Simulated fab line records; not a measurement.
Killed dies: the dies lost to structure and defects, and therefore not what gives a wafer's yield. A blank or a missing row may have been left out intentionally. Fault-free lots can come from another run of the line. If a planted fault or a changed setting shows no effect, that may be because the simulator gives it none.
A single fault, viewed from 2 desks + flow nand harc + each desk holds nothing but its own numbers, with what lay behind them at the end

== TOOL OWNER'S DESK, rie metal-02 ==
The tool's own readings at NHARC_A_WL_FILL_ETCHBACK_04 (etches the open film in NF3, target depth 60 nm, time 120 s): means of the sampled wafers that have a number, for each lot that ran on this tool. If a lot's mean is further than 4 standard deviations from the usual mean, the lot is out of limits and carries the mark OUT (the distance appears in the brackets).
Columns: A = drypump motor current A at NHARC_A_WL_FILL_ETCHBACK_04, usual 5.6 A; B = oes product au at NHARC_A_WL_FILL_ETCHBACK_04, usual 0.995 a.u.; C = run length s at NHARC_A_WL_FILL_ETCHBACK_04, usual 141.2 s
| lot  | first seen here | A   | B     | C                      |
|------|-----------------|-----|-------|------------------------|
| L463 | day 21 06:58    | 5.8 | 0.999 | 141.2                  |
| L470 | day 23 17:20    | 5.9 | 1.001 | 141.2                  |
| L472 | day 24 12:19    | 5.7 | 0.997 | 141.6                  |
| L475 | day 26 03:23    | 5.7 | 1.002 | 89.6 (-99 or more) OUT |
| L479 | day 27 06:40    | 5.9 | 0.996 | 124.0 (-48) OUT        |
This desk's finding: out of limits on L475, L479; first on L475, day 26 03:23 (run length s at NHARC_A_WL_FILL_ETCHBACK_04). L463, L470, L472 stayed within limits.

== FROM THE METROLOGY DESK ==
Means of the sampled wafers that have a number, per lot and without regard to the tool the lot ran on: this is what the gauges read. If a lot's mean is further than 4 standard deviations from the usual mean, the lot is out of limits and carries the mark OUT (the distance appears in the brackets).
Columns: A = thk nm at NHARC_A_SGD_CUT_THK_MEAS_22, usual 147.9 nm
| lot  | first seen here | A     |
|------|-----------------|-------|
| L463 | day 20 10:22    | 147.2 |
| L464 | day 20 17:44    | 148.2 |
| L466 | day 21 01:16    | 148.2 |
| L467 | day 21 01:16    | 148.1 |
| L470 | day 22 19:45    | 147.3 |
| L471 | day 22 19:45    | 148.8 |
| L472 | day 23 15:53    | 148.6 |
| L475 | day 25 02:59    | 148.7 |
| L476 | day 25 03:00    | 148.5 |
| L479 | day 26 08:42    | 148.1 |
| L480 | day 26 08:43    | 147.7 |
| L482 | day 27 22:50    | 147.5 |
| L485 | day 29 02:28    | 145.5 |
This desk found nothing out of limits on any of the 13 lots.

== BROUGHT TOGETHER ==
At day 26 03:23, on L475, L479, the tool owner's desk was in a position to raise an alarm.
The metrology desk saw nothing out of limits.
The metrology desk has L475, L479 on record, within its limits.
The lots listed all ran NHARC_A_WL_FILL_ETCHBACK_04 on rie metal-02.

== WHAT THE SIMULATOR PUT IN ==
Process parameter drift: rie metal-02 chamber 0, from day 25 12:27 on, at NHARC_A_WL_FILL_ETCHBACK_04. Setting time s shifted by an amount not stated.
Shown lots that were struck: L475, L479.
Hours from the fault's start to each desk's first reading out of limits: the tool owner's desk, 15.
